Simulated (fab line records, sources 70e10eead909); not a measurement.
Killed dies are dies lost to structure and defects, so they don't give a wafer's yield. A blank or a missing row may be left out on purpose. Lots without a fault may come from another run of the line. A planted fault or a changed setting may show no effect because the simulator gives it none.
One fault seen from 3 desks | flow nand_harc | each desk has only its own numbers; what lay behind them comes last

THE DEFECT DESK
What the inspections along the route counted, lot by lot: means of the sampled wafers that have a number. A lot is out of limits, marked OUT, if its mean lies more than 4 standard deviations from the usual mean; the brackets give that distance.
Columns: A = raw_defect_count at NHARC_A_BLC_INSPECT_28, usual 438; B = raw_defect_count at NHARC_A_M0_INSPECT_11, usual 31
lot  | first seen here | A   | B
L590 | day 17 23:52    | 763 | 11
L592 | day 18 15:01    | 315 | 11
L593 | day 18 22:34    | 468 | 25
L600 | day 20 20:09    | 463 | 41
L610 | day 23 07:34    | 384 | 45
This desk's finding: nothing out of limits on any of the 5 lots.

THE TOOL OWNER'S DESK: litho_track-06
The tool's own readings at NHARC_A_M0_PEB_07 (peb time 65 s): means of the sampled wafers that have a number, for each lot that ran on this tool. A lot is out of limits, marked OUT, if its mean lies more than 4 standard deviations from the usual mean; the brackets give that distance.
Columns: A = exhaust_pa at NHARC_A_M0_PEB_07, usual 44.8 Pa; B = plate_temp_C at NHARC_A_M0_PEB_07, usual 99.97 C; C = resist_line_temp_C at NHARC_A_M0_PEB_07, usual 22.98 C
lot  | first seen here | A    | B                | C
L592 | day 18 15:42    | 43.4 | 99.80            | 22.99
L593 | day 18 23:24    | 44.9 | 99.40 (-4.1) OUT | 22.98
L610 | day 23 08:25    | 43.9 | 99.90            | 23.04
This desk's finding: out of limits on L593; first on L593, day 18 23:24 (plate_temp_C at NHARC_A_M0_PEB_07). In limits: L592, L610.

THE METROLOGY DESK
What the gauges read, lot by lot, whatever tool the lot ran on: means of the sampled wafers that have a number. A lot is out of limits, marked OUT, if its mean lies more than 4 standard deviations from the usual mean; the brackets give that distance.
Columns: A = cd_nm at NHARC_A_M0_CD_MEAS_09, usual 80.4 nm; B = overlay_x_nm at NHARC_A_M0_OVL_MEAS_10, usual 0.1 nm; C = overlay_y_nm at NHARC_A_M0_OVL_MEAS_10, usual -0.1 nm; D = cd_nm at NHARC_A_M0_CD_MEAS_16, usual 80.6 nm
lot  | first seen here | A    | B    | C    | D
L590 | day 18 00:39    | 79.1 | 1.2  | 1.0  | 79.1
L592 | day 18 15:47    | 81.3 | 0.4  | -0.6 | 81.5
L593 | day 18 23:29    | 78.9 | -0.8 | -1.6 | 78.5
L600 | day 20 21:55    | 79.8 | 0.7  | 1.5  | 80.1
L610 | day 23 08:29    | 81.0 | 0.2  | 0.7  | 81.3
This desk's finding: nothing out of limits on any of the 5 lots.

PUT TOGETHER
The tool owner's desk could have raised an alarm at day 18 23:24, on L593.
The defect desk saw nothing out of limits.
The metrology desk saw nothing out of limits.
The defect desk has L593 on record, within its limits.
The metrology desk has L593 on record, within its limits.
Of the lots named, all ran NHARC_A_M0_PEB_07 on litho_track-06.

WHAT THE SIMULATOR HAD PUT IN
Process parameter drift: litho_track-06, from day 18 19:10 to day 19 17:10, at NHARC_A_M0_PEB_07. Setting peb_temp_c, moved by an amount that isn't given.
Lots struck among those shown: L593.
Hours from the fault's start to each desk's first reading out of limits: the tool owner's desk, 4.
